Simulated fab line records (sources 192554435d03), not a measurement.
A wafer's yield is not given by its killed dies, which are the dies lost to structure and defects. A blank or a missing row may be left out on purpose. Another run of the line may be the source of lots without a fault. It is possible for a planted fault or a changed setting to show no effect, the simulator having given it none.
Matching of chambers -- flow n5Finfet -- N5_BEOL_M1_ETCH_69 on rieDiel-03: 4 sister chambers
The step etches SiARC in CF4, target depth 15.6 nm, time 26 s. 16 wafers are shown with their chamber, then 8 later ones without.

## WAFERS, EACH WITH ITS CHAMBER
wafer,chamber,showerheadPlenumPTorr (Torr),drypumpMotorCurrentA (A),throttleValvePct (%)
L077.1,1,2.06,6.1,15.27
L077.2,0,2.13,5.6,15.86
L077.5,3,2.18,5.4,15.55
L080.1,1,2.05,6.2,15.26
L080.2,0,2.13,5.5,15.89
L080.5,1,2.05,6.1,15.26
L081.1,0,2.13,5.6,15.87
L081.3,3,2.18,5.4,15.55
L081.4,2,2.23,5.0,15.67
L084.3,1,2.05,6.1,15.28
L084.5,0,2.13,5.6,15.88
L084.6,1,2.05,6.1,15.28
L087.3,2,2.23,5.0,15.70
L087.4,0,2.13,5.5,15.89
L087.6,3,2.17,5.4,15.59
L095.1,2,2.22,5.0,15.73

SIGNATURES, as means of the wafers listed above
reading,chamber 0,chamber 1,chamber 2,chamber 3,scatter within a chamber
showerheadPlenumPTorr,2.1300,2.0520,2.2267,2.1767,0.00422
drypumpMotorCurrentA,5.560,6.120,5.000,5.400,0.0408
throttleValvePct,15.8780,15.2700,15.7000,15.5633,0.0181
Rule: distance of a wafer from a chamber = root of the sum over the readings of ((wafer's reading minus chamber's mean) / reading's scatter) squared. The wafer belongs to the nearest chamber; if the next one is less than 2 further off, it can't be placed. The scatter is the square root of a quotient: the sum, over the shown wafers, of each reading's squared deviation from its chamber's mean, divided by wafers minus chambers.

## WAFERS MISSING THEIR CHAMBER
wafer,showerheadPlenumPTorr (Torr),drypumpMotorCurrentA (A),throttleValvePct (%)
L095.4,2.12,5.5,15.92
L095.6,2.05,6.1,15.32
L097.1,2.12,5.5,15.94
L097.2,2.17,5.4,15.63
L097.6,2.05,6.1,15.32
L096.1,2.17,5.3,15.64
L096.3,2.22,5.0,15.74
L096.6,2.12,5.6,15.94

## WHICH CHAMBER EACH WENT THROUGH
wafer,from the rows above,in truth
L095.4,0,0
L095.6,1,1
L097.1,0,0
L097.2,3,3
L097.6,1,1
L096.1,3,3
L096.3,2,2
L096.6,0,0
Correct placement for 8 of the 8. Not placeable from these rows: 0. Placed wrongly: 0.
